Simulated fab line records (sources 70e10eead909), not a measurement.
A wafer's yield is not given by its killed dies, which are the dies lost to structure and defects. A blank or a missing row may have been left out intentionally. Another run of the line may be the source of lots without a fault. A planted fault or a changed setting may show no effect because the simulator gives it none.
Comparing a struck lot with a sound one || flow nand-harc || 14 out of 1302 route steps
Sound: the wafers L250.1, L250.3, L250.4. Wafers L258.1, L258.4, L258.5 were the ones struck. The cause is named last.
Order at every step that has rows: each side's tool, ch and its chambers, its first start. Under that, the readings that differ: sound wafers || struck wafers || difference of the means || sigmas: that difference in standard deviations of wafers without a fault.
alike: words and numbers the same on both sides, and readings whose means are apart by under 2 such deviations; not compared: readings that were withheld, readings missing a value for some wafer, numbers with overlapping values and no deviation given by the record, and bounds like >300 which may hide the same value.
The two part at a step that has a row with sigmas, a row that says differs or no value, or rows on one side only. Non-overlapping numbers with no deviation appear without sigmas and do not part them. A reading that every wafer of one side lacks parts them only if that side has two wafers or more.

first, 1 step without rows for these wafers: NHARC_P_GATE_IMPLANT_94.
NHARC_P_GATE_STRIP_113: strips in N2/H2, time 740 s.
  sound on plasma-asher-02 ch 0,1, day 6 01:38; struck on plasma-asher-02 ch 0,1, day 9 06:52
  alike: drypump-motor-current-A, heater-power-w
  not compared: rf-hours-counter-h
NHARC_P_GATE_STRIP_95: strips in O2.
  sound on plasma-asher-02 ch 0,1, day 6 02:21; struck on plasma-asher-02 ch 0,1, day 9 07:35
  alike: drypump-motor-current-A, heater-power-w
  not compared: rf-hours-counter-h
then, 1 step without rows for these wafers: NHARC_P_GATE_STRIP_96 (strips in SPM, time 900 s).
NHARC_P_GATE_RTA_64: time 1 s.
  sound on rtp-anneal-02 ch 0, day 6 02:56; struck on rtp-anneal-02 ch 0, day 9 08:09
  alike: anneal-temp-c-max, lamp-power-pct, lamp_zone_3_pct, lamp_zone_6_pct, wafer_temp_C_max
then, 1 step without rows for these wafers: NHARC_P_GATE_ETCH_77 (etches SiO2 in dHF, target depth 6 nm).
NHARC_P_GATE_DEGAS_109: time 60 s.
  struck on pvd-sputter-02, day 9 08:27; sound on pvd-sputter-01, day 6 03:14
  alike: heater-power-w
then, 3 steps without rows for these wafers: NHARC_P_GATE_PRE_CLEAN_110 (time 30 s); NHARC_P_GATE_SPUTTER_78 (material Ni, target thk 10 nm); NHARC_P_GATE_SPUTTER_79 (material TiN, target thk 10 nm).
NHARC_P_GATE_RTA_80: time 30 s.
  sound on rtp-anneal-02 ch 0, day 6 03:32; struck on rtp-anneal-02 ch 0, day 9 08:45
  alike: anneal-temp-c-max, wafer_temp_C_max
then, 1 step without rows for these wafers: NHARC_P_GATE_STRIP_67 (strips in SPM, time 600 s).
NHARC_P_GATE_RTA_82: time 30 s.
  struck on rtp-anneal-02, day 9 09:13; sound on rtp-anneal-01 ch 0, day 6 03:59
  no value came back on the struck wafers for any of 5 readings (anneal-temp-c-max, lamp-power-pct (%) and others); on the sound wafers anneal-temp-c-max reads 451.7 451.9 451.9
NHARC_P_GATE_INSPECT_68:
  struck on defect-inspect-02, day 9 09:25; sound on defect-inspect-01, day 6 04:11
  alike: raw-defect-count

== WHERE THEY PART ==
Only at NHARC_P_GATE_RTA_82, within this record. Later steps at which nothing parts them and some readings are alike: NHARC_P_GATE_INSPECT_68.

WHY: what the simulator had put in
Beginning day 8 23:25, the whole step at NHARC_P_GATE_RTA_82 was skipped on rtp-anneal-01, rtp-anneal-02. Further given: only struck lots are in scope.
